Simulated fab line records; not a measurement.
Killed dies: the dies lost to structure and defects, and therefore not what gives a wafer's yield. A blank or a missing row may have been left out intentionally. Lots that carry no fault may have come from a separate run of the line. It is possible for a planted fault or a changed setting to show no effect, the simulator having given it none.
A struck lot beside a sound one ; flow n5Finfet ; 13 out of 1938 route steps
Sound: these wafers, L506.1, L506.4, L506.6. Struck: wafers L510.2, L510.4, L510.5. The cause is given at the end.
Per side, at each step with rows, come the tool, then ch with its chambers, and then its first start. Under that, the readings that differ: sound wafers ; struck wafers ; difference of the means ; sigmas: that difference in standard deviations of wafers without a fault.
alike: a reading whose means differ by less than 2 such deviations, as well as words and numbers matching on both sides. not compared: withheld readings; readings where some wafer has no value; bounds like >300 that might hide an equal value; numbers whose values overlap and for which the record gives no deviation.
Wherever a step has rows on one side only, a row that says differs or no value, or a row with sigmas, the two part there. Numbers that don't overlap but have no deviation are shown without sigmas and don't part them. Lack of a reading on every wafer of one side parts them only where that side has two or more wafers.

first, 9 steps without rows for these wafers: N5_BEOL_M3_DEVELOP_27 (develop time 30 s); N5_BEOL_M3_DESCUM_33 (chemistry O2, time 7 s); N5_BEOL_M3_ETCH_77 (etches underlayer in N2/H2, target depth 6.5 nm, time 5.2 s); N5_BEOL_M3_ETCH_69 (etches SiARC in CF4, target depth 15.6 nm, time 26 s); N5_BEOL_M3_ALD_98 (deposits SiO2, target thk 2.5 nm, pulse time 1 s, co reactant pulse time 1 s); N5_BEOL_M3_ETCHBACK_99 (etches SiO2 in CHF3, target depth 5 nm, time 10.4 s); N5_BEOL_M3_ETCH_70 (etches SOC in N2/H2, target depth 80 nm, overetch 16 nm, time 120 s); N5_BEOL_M3_STRIP_71 (strips in N2/H2); N5_BEOL_M3_STRIP_78 (strips in N2/H2).
N5_BEOL_M3_VIA_ETCH_34: etches the open film in C4F6/O2, target depth 69.4 nm, time 65.9 s.
  sound on rieDiel-01 ch 1,3, day 9 23:25; struck on rieDiel-01 ch 0,3, day 12 05:34
  no value came back on the struck wafers for any of 9 readings (C4F6_flow_sccm (sccm), O2_flow_sccm (sccm) and others); on the sound wafers C4F6_flow_sccm (sccm) reads 10.03 10.02 10.04
reading;sound;struck;difference;sigmas
model.SOC_of_BEOL_M3_COAT_67.thkNm (nm);52 52 51.4;59.8 59.8 59.8;+8.0;
model.SiARC_of_BEOL_M3_COAT_68.thkNm (nm);0 0 0;6 6 6.6;+6;
  not compared: rfHoursCounterH
then, 1 step without rows for these wafers: N5_BEOL_M3_STRIP_83 (strips in C4F6/O2).
N5_BEOL_M4_RC_MEAS_101:
  the record has rows for the sound wafers here (prober-01 ch 0, day 11 12:19) and none for the struck ones
-- here the record skips 5 days between the struck wafers' starts before and after, leaving off in module BEOL_M4 and picking up in module PASSIVATION (first step shown: number 1936 of the route) --
N5_PASSIVATION_PROBE_49:
  sound on prober-01 at day 15 23:44; struck on prober-01 at day 17 12:55
reading;sound;struck;difference;sigmas
defectLimitedYield (%);93.4 91.3 91.6;0 0 0;-92;-77
killed_at_M0_to_M3;28 48 29;1130 1107 1077;+1070;+97
killed_at_M4_up;8 8 14;20 20 34;+15;+2
killedDies;78 103 99;1180 1180 1180;+1087;+72
killedOnRim;8 16 13;152 152 152;+140;+39
sort_bin_5_function (%);4.1 4.6 5.0;96.6 95.6 94.7;+91.1;+99 or more
sortNPass;1102 1077 1081;0 0 0;-1087;-72
sortYieldPct (%);93.4 91.3 91.6;0 0 0;-92;-77
  alike: killedAtContacts, killedAtFrontEnd, killedAtOther, killedOpen, killedShort, sort_bin_6_memory

## WHERE THEY PART
Last at N5_PASSIVATION_PROBE_49 as far as this record goes, first at N5_BEOL_M3_VIA_ETCH_34.

WHY: whatever the simulator had introduced
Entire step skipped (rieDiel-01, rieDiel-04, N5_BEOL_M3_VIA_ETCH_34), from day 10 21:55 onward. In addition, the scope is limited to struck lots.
